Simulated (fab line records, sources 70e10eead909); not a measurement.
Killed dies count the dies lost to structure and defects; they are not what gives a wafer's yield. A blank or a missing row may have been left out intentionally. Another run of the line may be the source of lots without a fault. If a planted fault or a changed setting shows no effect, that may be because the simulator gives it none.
fab line records + flow nandHarc + part 2 of 2: steps 43 to 43 of 43
record:
- lots: 6
- wafers: 15
- lastDay: 33
route steps=1302 shown A_ONON_D2@559 A_CHANNEL_HOLE_D2@570 END@1302
lots untouched by any fault: they come from a run of this same line in which no faults occurred
startH: hours from the record's first day to the start of the lot's first wafer shown + waitH: time in hours since the lot's previous step + " as in the row above + L1.1+2: several wafers, shown together as one row + - no value, or no start was given + * or withheld: withheld + < > ~ a bound
route shown NAME@n: names a module that has steps shown in the file, with the first one's number in the route + usual: average and standard deviation across the fault-free wafers + same: alike in all rows + chamber/n: place in a boat + sites: readings site by site + _std_site: their standard deviation + _edge_site: the outer-site mean with the inner-site mean subtracted + radiusMm: for every site, how far away it sits from the centre of the wafer + mask NAME#n: copy n + behind: the last tool/chamber to shape the wafer + hold: what put the lot on hold/how long, in hours/how the hold closed + device: transistor that didn't switch, given as n, p or np + end of line: the route-end tests of the same wafers + where a step has no rows: the recipe by itself + killed: the dies lost at the first sort to structure and to defects; this is not the yield of the wafer + map: dies across one wafer; x = killed, . = not, _ = none there
set.NAME: setting as actually run; set.NAME@STEP: the setting as run at that earlier step + model.NAME: the simulator's own value behind a step, which no gauge read
lots at some steps of the route; a table a step, a row a wafer
services: the hour from which a tool's chamber was out of use, counted from the record's first day as startH (under 0 if before that day), plus the number of hours and why
== steps ==
step: NHARC_END_SORT_01
recipe:
- tempC: 25
usual:
- killedAtArray: 57/20
- killedAtOther: 1.3/1.4
- killedAtPeriphery: 3.4/2.4
- killedDies: 61/19
- killedOpen: 2.9/1.8
- killedShort: 2.5/1.6
same:
- grossDies: 677
| lot.wafer | tool      | chamber | startH | waitH | killedAtArray | killedAtOther | killedAtPeriphery | killedDies | killedOpen | killedShort |
|-----------|-----------|---------|--------|-------|---------------|---------------|-------------------|------------|------------|-------------|
| L245.3    | prober-02 | 0       | 578.65 | 3.1   | 17            | 0             | 1                 | 18         | 3          | 0           |
| L245.4    | prober-02 | 0       | 579.46 | 3.4   | 22            | 0             | 3                 | 25         | 4          | 2           |
| L245.6    | prober-02 | 0       | 581.08 | 4.1   | 21            | 0             | 0                 | 21         | 3          | 1           |
| L254.3    | prober-01 | 0       | 663.76 | 3.1   | 61            | 0             | 3                 | 64         | 5          | 3           |
| L254.5    | prober-01 | 0       | 665.37 | 3.7   | 62            | 3             | 2                 | 67         | 1          | 1           |
| L254.6    | prober-01 | 0       | 666.18 | 4.0   | 58            | 2             | 3                 | 63         | 3          | 2           |
| L257.4    | prober-01 | 0       | 693.08 | 3.4   | 111           | 5             | 6                 | 122        | 2          | 0           |
| L259.3    | prober-01 | 0       | 706.76 | 3.1   | 128           | 1             | 0                 | 129        | 0          | 2           |
| L259.4    | prober-01 | 0       | 707.58 | 3.4   | 54            | 0             | 2                 | 56         | 3          | 1           |
| L267.2    | prober-02 | 0       | 785.21 | 2.8   | 58            | 2             | 2                 | 62         | 2          | 4           |
| L267.3    | prober-02 | 0       | 786.01 | 3.1   | 68            | 2             | 0                 | 70         | 2          | 3           |
| L267.5    | prober-02 | 0       | 787.60 | 3.7   | 76            | 1             | 3                 | 80         | 2          | 3           |
| L268.1    | prober-01 | 0       | 786.06 | 2.5   | 40            | 3             | 4                 | 47         | 2          | 3           |
| L268.2    | prober-01 | 0       | 786.85 | 2.8   | 35            | 4             | 2                 | 41         | 4          | 3           |
| L268.5    | prober-01 | 0       | 789.22 | 3.7   | 47            | 4             | 2                 | 53         | 3          | 3           |
killed by level:class
L245.3 A_CHANNEL_HOLE_D2:chamberFilmFlake=10 P_CONTACT:geometricParticle:open=1 A_DECK1_JOINT:geometricParticle:open=1 A_M0:geometricParticle:open=1 A_ZERO_WELL:chamberFilmFlake=1 A_CHANNEL_HOLE_D1:chamberFilmFlake=1 A_CHANNEL_FILL_D2:chamberFilmFlake=1 A_WL_FILL:chamberFilmFlake=1
L245.4 A_CHANNEL_HOLE_D2:chamberFilmFlake=9 A_DECK1_JOINT:chamberFilmFlake=2 A_CHANNEL_FILL_D2:chamberFilmFlake=2 A_BONDPAD:chamberFilmFlake=2 P_CONTACT:geometricParticle:open=1 A_ONON_D1:geometricParticle:open=1 A_CHANNEL_FILL_D1:geometricParticle:short=1 A_CHANNEL_FILL_D1:geometricParticle:open=1
L245.6 A_CHANNEL_HOLE_D2:chamberFilmFlake=9 A_STAIRCASE:chamberFilmFlake=5 A_BLC:geometricParticle:open=2 A_STAIRCASE:geometricParticle:open=1 A_WL_FILL:geometricParticle:short=1 A_DECK1_JOINT:chamberFilmFlake=1 A_CHANNEL_FILL_D2:chamberFilmFlake=1 A_CONTACT:chamberFilmFlake=1
L254.3 A_SLIT:chamberFilmFlake=26 A_CHANNEL_HOLE_D2:chamberFilmFlake=14 A_CHANNEL_HOLE_D1:chamberFilmFlake=8 A_DECK1_JOINT:geometricParticle:open=2 A_CHANNEL_FILL_D1:geometricParticle:open=2 P_STI:chamberFilmFlake=2 A_STAIRCASE:chamberFilmFlake=2 A_CONTACT:chamberFilmFlake=2
L254.5 A_SLIT:chamberFilmFlake=35 A_CHANNEL_HOLE_D2:chamberFilmFlake=15 A_CHANNEL_HOLE_D1:chamberFilmFlake=4 A_CONTACT:chamberFilmFlake=3 THIN_TSV:chamberFilmFlake=3 A_STAIRCASE:chamberFilmFlake=2 P_CONTACT:geometricParticle:short=1 A_M0:geometricParticle:open=1
L254.6 A_SLIT:chamberFilmFlake=30 A_CHANNEL_HOLE_D2:chamberFilmFlake=16 A_STAIRCASE:chamberFilmFlake=4 A_M0:geometricParticle:open=2 A_CONTACT:chamberFilmFlake=2 THIN_TSV:chamberFilmFlake=2 A_ONON_D2:geometricParticle:short=1 A_ONON_D2:geometricParticle:open=1
L257.4 A_CHANNEL_HOLE_D2:unspecified=58 A_SLIT:chamberFilmFlake=33 A_CHANNEL_HOLE_D1:chamberFilmFlake=9 THIN_TSV:chamberFilmFlake=5 A_STAIRCASE:chamberFilmFlake=4 A_CONTACT:chamberFilmFlake=4 P_GATE:chamberFilmFlake=3 P_M2:chamberFilmFlake=2
L259.3 A_CHANNEL_HOLE_D2:unspecified=64 A_CHANNEL_HOLE_D1:chamberFilmFlake=32 A_CHANNEL_HOLE_D2:chamberFilmFlake=20 A_SLIT:chamberFilmFlake=5 A_CHANNEL_FILL_D2:chamberFilmFlake=2 A_CONTACT:chamberFilmFlake=2 A_CHANNEL_FILL_D1:geometricParticle:short=1 A_WL_FILL:geometricParticle:short=1
L259.4 A_CHANNEL_HOLE_D1:chamberFilmFlake=24 A_CHANNEL_HOLE_D2:chamberFilmFlake=19 A_CHANNEL_FILL_D1:geometricParticle:open=2 P_GATE:chamberFilmFlake=2 A_STAIRCASE:chamberFilmFlake=2 A_SLIT:chamberFilmFlake=2 A_ONON_D1:geometricParticle:short=1 A_BLC:geometricParticle:open=1
L267.2 A_CHANNEL_HOLE_D2:chamberFilmFlake=25 A_SLIT:chamberFilmFlake=21 A_CHANNEL_FILL_D1:geometricParticle:short=2 A_CONTACT:chamberFilmFlake=2 THIN_TSV:chamberFilmFlake=2 P_M1:geometricParticle:open=1 A_ONON_D2:geometricParticle:short=1 A_CHANNEL_HOLE_D2:geometricParticle:short=1
L267.3 A_SLIT:chamberFilmFlake=32 A_CHANNEL_HOLE_D2:chamberFilmFlake=24 A_CHANNEL_HOLE_D1:chamberFilmFlake=2 A_STAIRCASE:chamberFilmFlake=2 THIN_TSV:chamberFilmFlake=2 A_ONON_D1:geometricParticle:open=1 A_CHANNEL_HOLE_D2:geometricParticle:short=1 A_CHANNEL_FILL_D2:geometricParticle:short=1
L268.1 A_CHANNEL_HOLE_D1:chamberFilmFlake=12 A_SLIT:chamberFilmFlake=9 A_CONTACT:chamberFilmFlake=6 A_STAIRCASE:chamberFilmFlake=4 A_M0:chamberFilmFlake=3 THIN_TSV:chamberFilmFlake=3 P_BONDPAD:chamberFilmFlake=2 A_CHANNEL_FILL_D2:chamberFilmFlake=2
L268.2 A_CHANNEL_HOLE_D1:chamberFilmFlake=17 A_STAIRCASE:chamberFilmFlake=4 A_SLIT:chamberFilmFlake=4 THIN_TSV:chamberFilmFlake=4 A_CONTACT:chamberFilmFlake=3 A_ONON_D1:geometricParticle:open=2 P_STI:geometricParticle:short=1 P_GATE:geometricParticle:open=1
L267.5 A_SLIT:chamberFilmFlake=34 A_CHANNEL_HOLE_D2:chamberFilmFlake=26 A_CONTACT:chamberFilmFlake=3 A_BLC:chamberFilmFlake=3 P_STI:chamberFilmFlake=2 A_STAIRCASE:chamberFilmFlake=2 P_M1:geometricParticle:open=1 A_SOURCE_PLATE:geometricParticle:short=1
L268.5 A_CHANNEL_HOLE_D1:chamberFilmFlake=18 A_STAIRCASE:chamberFilmFlake=7 A_SLIT:chamberFilmFlake=6 THIN_TSV:chamberFilmFlake=4 A_CHANNEL_HOLE_D2:chamberFilmFlake=3 A_CONTACT:chamberFilmFlake=3 A_M0:chamberFilmFlake=3 P_M0:geometricParticle:open=1
map L257.4 (x killed, . not)
____________.____________
_________......x_________
_______......xxxx._______
______.......x...xx______
_____.......x.xxxxx._____
____.........xxxxxx..____
____..........x.xxx..____
___..........xxxxx....___
___..........xxxxx....___
__.....................__
__......x.....x........__
_......................._
_......................._
_................x......_
_....x.................._
_.......x..............._
.........................
.........................
....x........x...........
.......x.................
....x....................
_....x............x..x.x_
_.......x.....x...x.xxx._
_.x...x.......x..x.xxxxx_
_x.xx.x......x...xxxxxxx_
_...x.........x..xxxxxxx_
__..............xxxxxxx__
__.x.............xxxxxx__
___..............xxxxx___
___.............xxxxxx___
____............xxxxx____
____.............x.xx____
_____............xxx_____
______............x______
_______.x....x...._______
_________......._________
____________.____________
map L259.3 (x killed, . not)
____________.____________
_________......._________
_______..........x_______
______.............______
_____..............._____
____..............x..____
____xx.x.............____
___...................___
___......x............___
__..x....x.............__
__.........x...........__
_........xx.x..........._
_.........xxx..........._
_........xxxxx.........._
_.......xxxxxx.........._
_......x.xxxx..........._
..........xxx............
........x.x.xx...........
..........x.x............
.......x............x....
..x......................
_.x.x................x.x_
_.x.xx..x.........xxxxx._
_..x.xx...........xxxxxx_
_x.xxxx.....x....xxxxxxx_
_.x.xxx..........xxxxxxx_
__.x............xxxxxxx__
__..x...........xxxxxxx__
___x..............xxxx___
___.............xxxxxx___
____............xxxxx____
____...........x.xxxx____
_____.............xx_____
______.........x...______
_______..........._______
_________......._________
____________.____________
== services ==
| tool       | chamber | startH | hours | kind   |
|------------|---------|--------|-------|--------|
| pecvd-03   | 0       | 281.05 | 4.7   | repair |
| pecvd-04   | -       | 292.01 | 1.3   | repair |
| rieDiel-07 | -       | 294.33 | 9.0   | pm     |
| pecvd-01   | 0       | 310.74 | 23.1  | repair |
| pecvd-01   | -       | 311.27 | 13.0  | pm     |
| pecvd-04   | -       | 332.01 | 2.2   | repair |
| rieDiel-04 | 0       | 346.52 | 5.1   | repair |
| rieDiel-04 | -       | 354.90 | 9.0   | pm     |
| rieDiel-02 | 3       | 359.73 | 1.9   | repair |
| rieDiel-02 | 2       | 362.38 | 3.8   | repair |
| pecvd-03   | -       | 366.04 | 13.0  | pm     |
| pecvd-02   | -       | 372.54 | 2.8   | repair |
| pecvd-04   | 0       | 377.92 | 6.2   | repair |
| harEtch-02 | -       | 380.62 | 17.0  | pm     |
| rieDiel-04 | 2       | 383.81 | 7.1   | repair |
| rieDiel-02 | -       | 393.70 | 9.0   | pm     |
| pecvd-01   | 1       | 397.00 | 4.0   | repair |
| rieDiel-04 | 3       | 398.00 | 1.4   | repair |
| pecvd-01   | -       | 406.79 | 8.3   | repair |
| pecvd-02   | -       | 408.55 | 13.0  | pm     |
| pecvd-04   | -       | 450.05 | 13.0  | pm     |
| rieDiel-07 | -       | 471.35 | 9.0   | pm     |
| pecvd-03   | -       | 491.51 | 10.3  | repair |
| pecvd-01   | -       | 492.27 | 13.0  | pm     |
== key ==
firstSign:
- step: NHARC_A_CHANNEL_HOLE_D2_INSPECT_12
- reading: rawDefectCount
- direction: up
- sigmas: 34
- usual: 26
- struck: 740
effect:
- step: NHARC_A_CHANNEL_HOLE_D2_INSPECT_40
- reading: rawDefectCount
- direction: up
- sigmas: 9
- usual: 267
- struck: 991
effect:
- step: NHARC_END_SORT_01
- reading: killedDies
- direction: up
- sigmas: 3.4
- usual: 61
- struck: 126
moreKillsBornAt:
- NHARC_A_CHANNEL_HOLE_D2_DEP_01@pecvd-04: 122
metAt NHARC_A_CHANNEL_HOLE_D2_DEP_01
struckWafers L257.4,L259.3
testerLeftOut L257,L259
fault:
- kind: chamberParticleSource
- tool: pecvd-04
- chamber: 2
- onsetH: 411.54
- steps: NHARC_A_CHANNEL_HOLE_D2_DEP_01
- ratePerVisitCm2: 1.1334
testerLeftOut: of these lots the tester's yield and bins aren't shown, on N5 and GAA mostly nor the transistor test; their killed dies are dies lost to structure and defects alone, not to doping, threshold or leakage, so they don't give the yield
